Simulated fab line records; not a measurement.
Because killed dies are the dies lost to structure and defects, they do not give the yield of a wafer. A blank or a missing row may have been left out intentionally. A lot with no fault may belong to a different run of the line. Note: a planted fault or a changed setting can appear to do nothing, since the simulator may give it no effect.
Which tool was responsible?	flow nand_harc	12 lots, 36 wafers sampled, at 4 steps of a route of 1159

WHAT THE GAUGES READ, wafer by wafer
The record lacks any reading of a measuring or inspecting step that a usual standard deviation could be used to judge.

TOOL THAT RAN EACH LOT (tool first, then ch and the chambers of the sampled wafers, then the start)
lot	NHARC_A_STAIRCASE_TRIM_235	NHARC_A_STAIRCASE_ETCH_452	NHARC_A_STAIRCASE_DEP_301	NHARC_A_STAIRCASE_ETCH_315
L708	rie_diel-05 ch 0,1,2, day 11 13:08 or earlier	rie_diel-07 ch 1,2, day 11 13:08 or earlier	pecvd-03 ch 0,1, day 11 13:08	rie_diel-07 ch 0,1,3, no start
L710	rie_diel-13 ch 0,1,2, day 12 05:05 or earlier	rie_diel-05 ch 0,1,2, day 12 05:05 or earlier	pecvd-04 ch 0,1,2, day 12 05:05	rie_diel-13 ch 1,2,3, no start
L712	rie_diel-07 ch 0,2,3, day 12 13:00 or earlier	rie_diel-07 ch 0,2,3, day 12 13:00 or earlier	pecvd-04 ch 0,1, day 12 13:00	rie_diel-05 ch 1,2, no start
L711	rie_diel-13 ch 0,1,2, day 12 14:12 or earlier	rie_diel-13 ch 1,3, day 12 14:12 or earlier	pecvd-04 ch 0,1,2, day 12 14:12	rie_diel-07 ch 1,3, no start
L713	rie_diel-13 ch 1,2,3, day 12 21:42 or earlier	rie_diel-07 ch 0,2,3, day 12 21:42 or earlier	pecvd-04 ch 0,2, day 12 21:42	rie_diel-07 ch 0,2,3, no start
L718	rie_diel-05 ch 1,2,3, day 13 23:36 or earlier	rie_diel-13 ch 0,1, day 13 23:36 or earlier	pecvd-04 ch 1,2, day 13 23:36	rie_diel-07 ch 0,1,3, no start
L717	rie_diel-07 ch 0,1,2, day 14 05:29 or earlier	rie_diel-13 ch 1,2, day 14 05:29 or earlier	pecvd-03 ch 0,2, day 14 05:29	rie_diel-05 ch 1,2, no start
L719	rie_diel-07 ch 0,2,3, day 15 13:52 or earlier	rie_diel-13 ch 1,2,3, day 15 13:52 or earlier	pecvd-03 ch 0,1,2, day 15 13:52	rie_diel-13 ch 0,2,3, no start
L724	rie_diel-05 ch 2,3, day 15 19:46 or earlier	rie_diel-13 ch 0,1, day 15 19:46 or earlier	pecvd-03 ch 0,2, day 15 19:46	rie_diel-07 ch 1,3, no start
L726	rie_diel-07 ch 0,1,2, day 16 05:38 or earlier	rie_diel-07 ch 1,3, day 16 05:38 or earlier	pecvd-04 ch 0,1,2, day 16 05:38	rie_diel-13 ch 0,2, no start
L727	rie_diel-05 ch 0,1,2, day 16 07:04 or earlier	rie_diel-05 ch 0,2,3, day 16 07:04 or earlier	pecvd-04 ch 0,1,2, day 16 07:04	rie_diel-13 ch 0,1,3, no start
L728	rie_diel-13 ch 0,1, day 16 15:35 or earlier	rie_diel-05 ch 0,1,3, day 16 15:35 or earlier	pecvd-04 ch 0,1, day 16 15:35	rie_diel-13 ch 1,3, no start
- NHARC_A_STAIRCASE_TRIM_235: chemistry O2, time 211.2 s.
- NHARC_A_STAIRCASE_ETCH_452: etches the open film in CF4/O2, target depth 30 nm, overetch 3 nm, time 16.5 s.
- NHARC_A_STAIRCASE_DEP_301: deposits SiON, target thk 30 nm.
- NHARC_A_STAIRCASE_ETCH_315: etches the open film in C4F8/O2/Ar, target depth 2500 nm, time 607.1 s.

WHAT THE TOOLS THEMSELVES READ (means of the sampled wafers that have a number; where no wafer has one, the mark that the record gives instead)
NHARC_A_STAIRCASE_TRIM_235.
lot	tool	drypump_motor_current_A (A)	oes_product_au (a.u.)	rf_vpp_V (V)	showerhead_plenum_p_Torr (Torr)	throttle_valve_pct (%)
L708	rie_diel-05	5.9	0.991	57.9	3.63	17.036
L710	rie_diel-13	6.0	1.006	57.3	3.46	17.041
L712	rie_diel-07	5.6	1.001	58.4	3.62	17.036
L711	rie_diel-13	6.0	1.001	57.6	3.45	17.042
L713	rie_diel-13	5.7	1.002	57.7	3.53	17.035
L718	rie_diel-05	6.0	0.996	58.6	3.61	17.028
L717	rie_diel-07	5.5	1.002	58.0	3.62	17.042
L719	rie_diel-07	5.6	0.997	57.2	3.60	17.041
L724	rie_diel-05	6.3	0.999	58.1	3.49	17.032
L726	rie_diel-07	5.5	0.995	58.6	3.61	17.040
L727	rie_diel-05	6.0	0.994	58.3	3.61	17.037
L728	rie_diel-13	6.1	0.998	57.7	3.48	17.034

NHARC_A_STAIRCASE_ETCH_452.
lot	tool	bias_w (W)	drypump_motor_current_A (A)	oes_product_au (a.u.)	rf_vpp_V (V)	showerhead_plenum_p_Torr (Torr)	throttle_valve_pct (%)
L708	rie_diel-07	99.95	5.5	0.996	198.7	1.35	13.401
L710	rie_diel-05	100.20	5.9	0.994	199.0	1.38	13.391
L712	rie_diel-07	99.99	5.6	1.000	198.5	1.37	13.402
L711	rie_diel-13	99.55	5.4	1.009	197.5	1.30	13.399
L713	rie_diel-07	100.21	5.6	0.995	198.0	1.37	13.399
L718	rie_diel-13	100.08	6.1	0.997	197.0	1.32	13.394
L717	rie_diel-13	100.08	5.9	1.004	198.2	1.37	13.396
L719	rie_diel-13	99.71	5.7	0.997	197.4	1.33	13.389
L724	rie_diel-13	99.95	6.2	0.998	198.8	1.38	13.414
L726	rie_diel-07	100.03	5.0	0.997	198.6	1.34	13.388
L727	rie_diel-05	99.76	6.3	1.005	197.7	1.32	13.401
L728	rie_diel-05	100.03	6.0	0.988	197.3	1.35	13.401

NHARC_A_STAIRCASE_DEP_301.
lot	tool	heater_power_w (W)	rf_fwd_power_W (W)
L708	pecvd-03	693	348.9
L710	pecvd-04	859	348.1
L712	pecvd-04	1000	348.3
L711	pecvd-04	846	349.2
L713	pecvd-04	734	347.5
L718	pecvd-04	847	347.9
L717	pecvd-03	790	349.0
L719	pecvd-03	741	301.7
L724	pecvd-03	728	302.0
L726	pecvd-04	840	348.6
L727	pecvd-04	869	347.5
L728	pecvd-04	837	349.1

NHARC_A_STAIRCASE_ETCH_315.
lot	tool	bias_w (W)	oes_product_au (a.u.)	rf_vpp_V (V)
L708	rie_diel-07	3003	0.926	1837
L710	rie_diel-13	3003	0.938	1827
L712	rie_diel-05	3002	0.921	1841
L711	rie_diel-07	3009	0.924	1831
L713	rie_diel-07	3004	0.927	1833
L718	rie_diel-07	3008	0.916	1835
L717	rie_diel-05	3004	0.923	1841
L719	rie_diel-13	2995	0.926	1838
L724	rie_diel-07	2995	0.921	1829
L726	rie_diel-13	3005	0.911	1845
L727	rie_diel-13	3004	0.927	1826
L728	rie_diel-13	2996	0.932	1815

THE ANSWER, worked out from the rows above alone
Rule: the usual values come from the lots themselves. The widest of any qualifying gaps counts: lots, ordered by their means at a reading, are off when they make up no more than a third of the lots, leave a main group of 4 or more, and stand apart from it by 3 or more times the standard deviation of that group's means. If all means in a main group match to the digits the tables above print for the reading, that group is not used. A lot without any number at a reading at which 4 lots or more have one is off too. Where the step has rows for the other lots, those lots are counted as sound. After the gauges, taken in route order, come the tools' own readings; for these a lot's mean is taken, as printed above. The first step at which some lot is off is used, and at that step the reading that is off furthest; a lot without a number counts as furthest.
Off: L719, L724, at NHARC_A_STAIRCASE_DEP_301 (rf_fwd_power_W). Mean 348.4 W and standard deviation 0.61 in the main group.
A tool fits if, at that step or a process step before it, it ran every lot that is off, and no sound lot after the first of them. Because NHARC_A_STAIRCASE_TRIM_235 lacks a start for some lots, the hours and order of its lots are taken from NHARC_A_STAIRCASE_DEP_301. Because NHARC_A_STAIRCASE_ETCH_452 lacks a start for some lots, the hours and order of its lots are taken from NHARC_A_STAIRCASE_DEP_301. 2 tools fit, rie_diel-13 at NHARC_A_STAIRCASE_ETCH_452 and pecvd-03 at NHARC_A_STAIRCASE_DEP_301, so this cannot tell which one it is.

WHAT HAD BEEN PUT IN BY THE SIMULATOR
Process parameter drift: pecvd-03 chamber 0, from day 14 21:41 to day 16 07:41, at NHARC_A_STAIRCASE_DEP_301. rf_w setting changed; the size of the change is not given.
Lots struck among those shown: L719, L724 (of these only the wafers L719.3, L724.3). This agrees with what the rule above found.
